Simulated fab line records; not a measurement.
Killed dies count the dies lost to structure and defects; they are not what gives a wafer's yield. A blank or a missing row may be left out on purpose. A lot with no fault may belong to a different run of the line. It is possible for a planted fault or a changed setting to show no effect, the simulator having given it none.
fab line records    flow nand_harc
[record] lots = 7  wafers = 20  last_day = 24
route steps=1159 shown A_ONON_D1@424 END@1159
lots with no fault: from the same line, run without faults
start_h: the number of hours between the record's first day and the start of the first shown wafer of the lot    wait_h: hours since the lot's step before    " as in the row above    L1.1+2: a row that stands for several wafers    - value missing, or start not given    * or withheld: withheld    < > ~ a bound
route shown NAME@n: NAME is a module with steps in the file, n the number in the route of the first one    usual: average and standard deviation across the fault-free wafers    same: alike in all rows    chamber/n: place in a boat    sites: per-site readings    _std_site: standard deviation across them    _edge_site: outer sites' mean less inner sites'    radius_mm: for every site, how far away it sits from the centre of the wafer    mask NAME#n: copy n    behind: the last tool/chamber to shape the wafer    hold: why the lot was held/for how many hours/how that ended    device: whichever transistor did not switch (one of n, p or np)    end of line: the route-end tests of the same wafers    a step given without rows: its recipe and nothing more    killed: at the first sort, the dies lost to defects and structure; wafer yield is something else    map: per-die view of a wafer (x killed, . not killed, _ where there is no die)
set.NAME: the setting that was run; set.NAME@STEP: the one run at that earlier step    model.NAME: the simulator's own value behind a step, which no gauge read
lots seen at some steps along the route; tables by step, rows by wafer
services: when a tool's chamber went out of use (start_h, in hours from the record's first day, below 0 if earlier), for how many hours, and the reason
[[steps]]
[step NHARC_A_ONON_D1_DEP_00]
[recipe] target_thk_a = 10000  n2_flow_sccm = 2750  n2o_flow_sccm = 2000  nh3_flow_sccm = 500  sih4_flow_sccm = 210  temp_c = 400
[step NHARC_A_ONON_D1_THK_MEAS_02]
[recipe] thk_meas_gauge = ellipsometry
[usual] thk_nm = 998/9.7
lot.wafer  tool           chamber  start_h  wait_h  thk_nm
L334.2     film_metro-02  -        189.35   -       1013
L334.5     "              -        "        "       1015
L334.6     "              -        "        "       1016
L336.1     film_metro-01  -        200.06   -       997
L336.3     "              -        "        "       997
L339.1     film_metro-02  -        206.58   -       986
L339.3     "              -        "        "       984
L339.5     "              -        "        "       987
L346.1     film_metro-02  -        260.04   -       985
L346.4     "              -        "        "       982
L346.5     "              -        "        "       987
L350.1     film_metro-02  -        273.01   -       1001
L350.2     "              -        "        "       1001
L350.4     "              -        "        "       1001
L348.1     film_metro-01  -        273.02   -       1015
L348.2     "              -        "        "       1016
L348.4     "              -        "        "       1014
L351.3     film_metro-01  -        291.46   -       986
L351.5     "              -        "        "       986
L351.6     "              -        "        "       987
[step NHARC_A_ONON_D1_DEP_03]
[recipe] target_thk_a = 10000  n2_flow_sccm = 2750  n2o_flow_sccm = 2000  nh3_flow_sccm = 500  sih4_flow_sccm = 210  temp_c = 400
[step NHARC_A_ONON_D1_THK_MEAS_05]
[recipe] thk_meas_gauge = ellipsometry
[usual] thk_nm = 1000/8.1
lot.wafer  tool           chamber  start_h  wait_h  thk_nm
L334.2     film_metro-02  -        189.91   -       1006
L334.5     "              -        "        "       1010
L334.6     "              -        "        "       1007
L336.1     film_metro-01  -        200.61   -       1017
L336.3     "              -        "        "       1016
L339.1     film_metro-02  -        207.14   -       993
L339.3     "              -        "        "       994
L339.5     "              -        "        "       993
L346.1     film_metro-01  -        260.60   -       1006
L346.4     "              -        "        "       1007
L346.5     "              -        "        "       1008
L350.1     film_metro-01  -        273.58   -       1010
L350.2     "              -        "        "       1009
L350.4     "              -        "        "       1010
L348.1     film_metro-02  -        273.59   -       979
L348.2     "              -        "        "       980
L348.4     "              -        "        "       981
L351.3     film_metro-01  -        292.02   -       994
L351.5     "              -        "        "       996
L351.6     "              -        "        "       995
[step NHARC_A_ONON_D1_DEP_06]
[recipe] target_thk_a = 10000  n2_flow_sccm = 2750  n2o_flow_sccm = 2000  nh3_flow_sccm = 500  sih4_flow_sccm = 210  temp_c = 400
[step NHARC_A_ONON_D1_THK_MEAS_08]
[recipe] thk_meas_gauge = ellipsometry
[usual] thk_nm = 998/8.6
lot.wafer  tool           chamber  start_h  wait_h  thk_nm
L334.2     film_metro-02  -        190.47   -       988
L334.5     "              -        "        "       989
L334.6     "              -        "        "       988
L336.1     film_metro-02  -        201.18   -       1002
L336.3     "              -        "        "       1003
L339.1     film_metro-01  -        207.70   -       983
L339.3     "              -        "        "       983
L339.5     "              -        "        "       984
L346.1     film_metro-02  -        261.17   -       998
L346.4     "              -        "        "       1001
L346.5     "              -        "        "       1000
L350.1     film_metro-01  -        274.14   -       1010
L350.2     "              -        "        "       1010
L350.4     "              -        "        "       1011
L348.1     film_metro-02  -        274.15   -       1015
L348.2     "              -        "        "       1015
L348.4     "              -        "        "       1015
L351.3     film_metro-01  -        292.59   -       1005
L351.5     "              -        "        "       1004
L351.6     "              -        "        "       1004
[step NHARC_A_ONON_D1_DEP_09]
[recipe] target_thk_a = 10000  n2_flow_sccm = 2750  n2o_flow_sccm = 2000  nh3_flow_sccm = 500  sih4_flow_sccm = 210  temp_c = 400
[step NHARC_A_ONON_D1_THK_MEAS_11]
[recipe] thk_meas_gauge = ellipsometry
[usual] thk_nm = 998/9.5
lot.wafer  tool           chamber  start_h  wait_h  thk_nm
L334.2     film_metro-01  -        191.04   -       994
L334.5     "              -        "        "       994
L334.6     "              -        "        "       992
L336.1     film_metro-01  -        201.75   -       1005
L336.3     "              -        "        "       1006
L339.1     film_metro-01  -        208.27   -       993
L339.3     "              -        "        "       992
L339.5     "              -        "        "       991
L346.1     film_metro-02  -        261.74   -       990
L346.4     "              -        "        "       989
L346.5     "              -        "        "       990
L350.1     film_metro-01  -        274.70   -       985
L350.2     "              -        "        "       987
L350.4     "              -        "        "       986
L348.1     film_metro-02  -        274.72   -       1012
L348.2     "              -        "        "       1012
L348.4     "              -        "        "       1012
L351.3     film_metro-01  -        293.16   -       997
L351.5     "              -        "        "       999
L351.6     "              -        "        "       997
[step NHARC_A_ONON_D1_DEP_12]
[recipe] target_thk_a = 10000  n2_flow_sccm = 2750  n2o_flow_sccm = 2000  nh3_flow_sccm = 500  sih4_flow_sccm = 210  temp_c = 400
[step NHARC_A_ONON_D1_THK_MEAS_14]
[recipe] thk_meas_gauge = ellipsometry
[usual] thk_nm = 1001/9.3
lot.wafer  tool           chamber  start_h  wait_h  thk_nm
L334.2     film_metro-02  -        191.60   -       987
L334.5     "              -        "        "       988
L334.6     "              -        "        "       986
L336.1     film_metro-01  -        202.31   -       1015
L336.3     "              -        "        "       1016
L339.1     film_metro-02  -        208.83   -       989
L339.3     "              -        "        "       990
L339.5     "              -        "        "       989
L346.1     film_metro-02  -        262.31   -       993
L346.4     "              -        "        "       994
L346.5     "              -        "        "       991
L350.1     film_metro-01  -        275.27   -       1006
L350.2     "              -        "        "       1008
L350.4     "              -        "        "       1009
L348.1     film_metro-02  -        275.28   -       1021
L348.2     "              -        "        "       1023
L348.4     "              -        "        "       1020
L351.3     film_metro-01  -        293.72   -       1000
L351.5     "              -        "        "       1001
L351.6     "              -        "        "       1001
[step NHARC_A_ONON_D1_ANNEAL_15]
[recipe] temp_c = 750  time_s = 3600
[step NHARC_A_ONON_D1_DEP_16]
[recipe] target_thk_a = 10000  n2_flow_sccm = 2750  n2o_flow_sccm = 2000  nh3_flow_sccm = 500  sih4_flow_sccm = 210  temp_c = 400
lot.wafer   tool           chamber  start_h  wait_h
L334.2+5+6  pecvd_onon-03  0        198.23   0.1
L336.1+3    pecvd_onon-03  0        208.90   0.1
L339.1+3+5  pecvd_onon-03  0        220.21   0.1
L346.1+4+5  pecvd_onon-02  0        268.86   0.1
L348.1+2+4  pecvd_onon-03  0        280.02   0.1
L350.1+2+4  pecvd_onon-02  0        280.03   0.1
L351.3+5+6  pecvd_onon-03  0        300.47   0.2
[step NHARC_A_ONON_D1_THK_MEAS_18]
[recipe] thk_meas_gauge = ellipsometry
[usual] thk_nm = 1002/12
lot.wafer  tool           chamber  start_h  wait_h  thk_nm
L334.2     film_metro-01  -        198.69   -       998
L334.5     "              -        "        "       998
L334.6     "              -        "        "       679
L336.1     film_metro-01  -        209.44   -       1012
L336.3     "              -        "        "       692
L339.1     film_metro-01  -        220.72   -       1003
L339.3     "              -        "        "       684
L339.5     "              -        "        "       1002
L346.1     film_metro-01  -        269.38   -       1004
L346.4     "              -        "        "       1000
L346.5     "              -        "        "       1002
L348.1     film_metro-02  -        280.53   -       994
L348.2     "              -        "        "       994
L348.4     "              -        "        "       995
L350.1     film_metro-02  -        280.55   -       987
L350.2     "              -        "        "       985
L350.4     "              -        "        "       988
L351.3     film_metro-02  -        300.87   -       998
L351.5     "              -        "        "       1000
L351.6     "              -        "        "       1002
[step NHARC_A_ONON_D1_DEP_19]
[recipe] target_thk_a = 10000  n2_flow_sccm = 2750  n2o_flow_sccm = 2000  nh3_flow_sccm = 500  sih4_flow_sccm = 210  temp_c = 400
[step NHARC_END_SORT_01]
[recipe] temp_c = 25
[usual] killed_at_array = 28/11  killed_at_other = 0.5/0.85  killed_at_periphery = 2.7/1.9  killed_dies = 32/12  killed_open = 3.3/1.6  killed_short = 2.1/1.5
[same] gross_dies = 677
lot.wafer  tool       chamber  start_h  wait_h  killed_at_array  killed_at_other  killed_at_periphery  killed_dies  killed_open  killed_short
L334.6     prober-01  0        476.73   4.0     674              1                2                    677          3            0
L336.3     prober-02  0        483.97   3.1     671              2                4                    677          5            1
L339.3     prober-01  0        514.51   3.1     674              2                1                    677          3            1
L346.1     prober-02  0        556.11   2.5     24               0                4                    28           1            1
L346.4     prober-02  0        558.51   3.4     31               0                3                    34           3            1
L346.5     prober-02  0        559.31   3.7     24               0                1                    25           4            2
// killed by level:class
L334.6 A_ONON_D1:area_dep=660 A_STAIRCASE:chamber_film_flake=5 A_CHANNEL_HOLE_D1:chamber_film_flake=3 A_CONTACT:chamber_film_flake=2 P_CONTACT:geometric_particle:open=1 A_CHANNEL_HOLE_D1:geometric_particle:open=1 A_CONTACT:geometric_particle:open=1 P_GATE:chamber_film_flake=1
L336.3 A_ONON_D1:area_dep=653 A_CHANNEL_HOLE_D1:chamber_film_flake=12 A_STAIRCASE:chamber_film_flake=2 THIN_TSV:chamber_film_flake=2 P_GATE:geometric_particle:open=1 P_CONTACT:geometric_particle:open=1 P_M1:geometric_particle:open=1 A_SGD_CUT:geometric_particle:short=1
L339.3 A_ONON_D1:area_dep=656 A_CONTACT:chamber_film_flake=5 A_CHANNEL_FILL_D1:chamber_film_flake=4 A_CHANNEL_HOLE_D1:chamber_film_flake=3 A_CONTACT:geometric_particle:open=2 THIN_TSV:chamber_film_flake=2 P_CONTACT:geometric_particle:open=1 A_CHANNEL_FILL_D1:geometric_particle:short=1
L346.1 A_SLIT:chamber_film_flake=12 A_CONTACT:chamber_film_flake=5 A_CHANNEL_HOLE_D1:chamber_film_flake=4 P_GATE:chamber_film_flake=2 A_ONON_D1:geometric_particle:short=1 A_M0:geometric_particle:open=1 P_ZERO_WELL:chamber_film_flake=1 P_M1:chamber_film_flake=1
L346.4 A_SLIT:chamber_film_flake=13 A_CHANNEL_HOLE_D1:chamber_film_flake=8 A_CONTACT:chamber_film_flake=4 P_CONTACT:geometric_particle:open=2 A_STAIRCASE:chamber_film_flake=2 A_WL_FILL:chamber_film_flake=2 A_SOURCE_PLATE:geometric_particle:open=1 A_WL_FILL:geometric_particle:short=1
L346.5 A_SLIT:chamber_film_flake=9 A_CHANNEL_HOLE_D1:chamber_film_flake=4 A_STAIRCASE:chamber_film_flake=4 P_M0:geometric_particle:open=1 A_SOURCE_PLATE:geometric_particle:open=1 A_CHANNEL_HOLE_D1:geometric_particle:short=1 A_SGD_CUT:geometric_particle:short=1 A_WL_FILL:geometric_particle:open=1
// map L334.6 (x killed, . not)
____________x____________
_________xxxxxxx_________
_______xxxxxxxxxxx_______
______xxxxxxxxxxxxx______
_____xxxxxxxxxxxxxxx_____
____xxxxxxxxxxxxxxxxx____
____xxxxxxxxxxxxxxxxx____
___xxxxxxxxxxxxxxxxxxx___
___xxxxxxxxxxxxxxxxxxx___
__xxxxxxxxxxxxxxxxxxxxx__
__xxxxxxxxxxxxxxxxxxxxx__
_xxxxxxxxxxxxxxxxxxxxxxx_
_xxxxxxxxxxxxxxxxxxxxxxx_
_xxxxxxxxxxxxxxxxxxxxxxx_
_xxxxxxxxxxxxxxxxxxxxxxx_
_xxxxxxxxxxxxxxxxxxxxxxx_
xxxxxxxxxxxxxxxxxxxxxxxxx
xxxxxxxxxxxxxxxxxxxxxxxxx
xxxxxxxxxxxxxxxxxxxxxxxxx
xxxxxxxxxxxxxxxxxxxxxxxxx
xxxxxxxxxxxxxxxxxxxxxxxxx
_xxxxxxxxxxxxxxxxxxxxxxx_
_xxxxxxxxxxxxxxxxxxxxxxx_
_xxxxxxxxxxxxxxxxxxxxxxx_
_xxxxxxxxxxxxxxxxxxxxxxx_
_xxxxxxxxxxxxxxxxxxxxxxx_
__xxxxxxxxxxxxxxxxxxxxx__
__xxxxxxxxxxxxxxxxxxxxx__
___xxxxxxxxxxxxxxxxxxx___
___xxxxxxxxxxxxxxxxxxx___
____xxxxxxxxxxxxxxxxx____
____xxxxxxxxxxxxxxxxx____
_____xxxxxxxxxxxxxxx_____
______xxxxxxxxxxxxx______
_______xxxxxxxxxxx_______
_________xxxxxxx_________
____________x____________
// map L336.3 (x killed, . not)
____________x____________
_________xxxxxxx_________
_______xxxxxxxxxxx_______
______xxxxxxxxxxxxx______
_____xxxxxxxxxxxxxxx_____
____xxxxxxxxxxxxxxxxx____
____xxxxxxxxxxxxxxxxx____
___xxxxxxxxxxxxxxxxxxx___
___xxxxxxxxxxxxxxxxxxx___
__xxxxxxxxxxxxxxxxxxxxx__
__xxxxxxxxxxxxxxxxxxxxx__
_xxxxxxxxxxxxxxxxxxxxxxx_
_xxxxxxxxxxxxxxxxxxxxxxx_
_xxxxxxxxxxxxxxxxxxxxxxx_
_xxxxxxxxxxxxxxxxxxxxxxx_
_xxxxxxxxxxxxxxxxxxxxxxx_
xxxxxxxxxxxxxxxxxxxxxxxxx
xxxxxxxxxxxxxxxxxxxxxxxxx
xxxxxxxxxxxxxxxxxxxxxxxxx
xxxxxxxxxxxxxxxxxxxxxxxxx
xxxxxxxxxxxxxxxxxxxxxxxxx
_xxxxxxxxxxxxxxxxxxxxxxx_
_xxxxxxxxxxxxxxxxxxxxxxx_
_xxxxxxxxxxxxxxxxxxxxxxx_
_xxxxxxxxxxxxxxxxxxxxxxx_
_xxxxxxxxxxxxxxxxxxxxxxx_
__xxxxxxxxxxxxxxxxxxxxx__
__xxxxxxxxxxxxxxxxxxxxx__
___xxxxxxxxxxxxxxxxxxx___
___xxxxxxxxxxxxxxxxxxx___
____xxxxxxxxxxxxxxxxx____
____xxxxxxxxxxxxxxxxx____
_____xxxxxxxxxxxxxxx_____
______xxxxxxxxxxxxx______
_______xxxxxxxxxxx_______
_________xxxxxxx_________
____________x____________
[[services]]
tool           chamber  start_h  hours  kind
pecvd_onon-02  -        292.00   13.0   pm
[[key]]
[first_sign] step = NHARC_A_ONON_D1_THK_MEAS_18  reading = thk_nm  direction = down  sigmas = 27  usual = 1002  struck = 685
[effect] step = NHARC_END_SORT_01  reading = killed_at_array  direction = up  sigmas = 57  usual = 28  struck = 673
[more_kills_born_at] NHARC_A_ONON_D1_DEP_16@pecvd_onon-03 = 1969
met_at NHARC_A_ONON_D1_DEP_16
struck_wafers L334.6,L336.3,L339.3
later_rows_left_out L334.6,L336.3,L339.3
tester_left_out L334,L336,L339
[fault] kind = process_parameter_drift  tool = pecvd_onon-03  chamber = -  onset_h = 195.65  steps = NHARC_A_ONON_D1_DEP_16  channel = target_thk_a  offset = *  shape = step  end_h = 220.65  scope = struck_wafers_only  acts_in = *  stated = *
// tester_left_out: of these lots the tester's yield and bins aren't shown, on N5 and GAA mostly nor the transistor test; their killed dies are dies lost to structure and defects alone, not to doping, threshold or leakage, so they don't give the yield
// later_rows_left_out: the simulator's readings of these wafers behind a module that went badly wrong aren't trusted and aren't shown, but for the sort
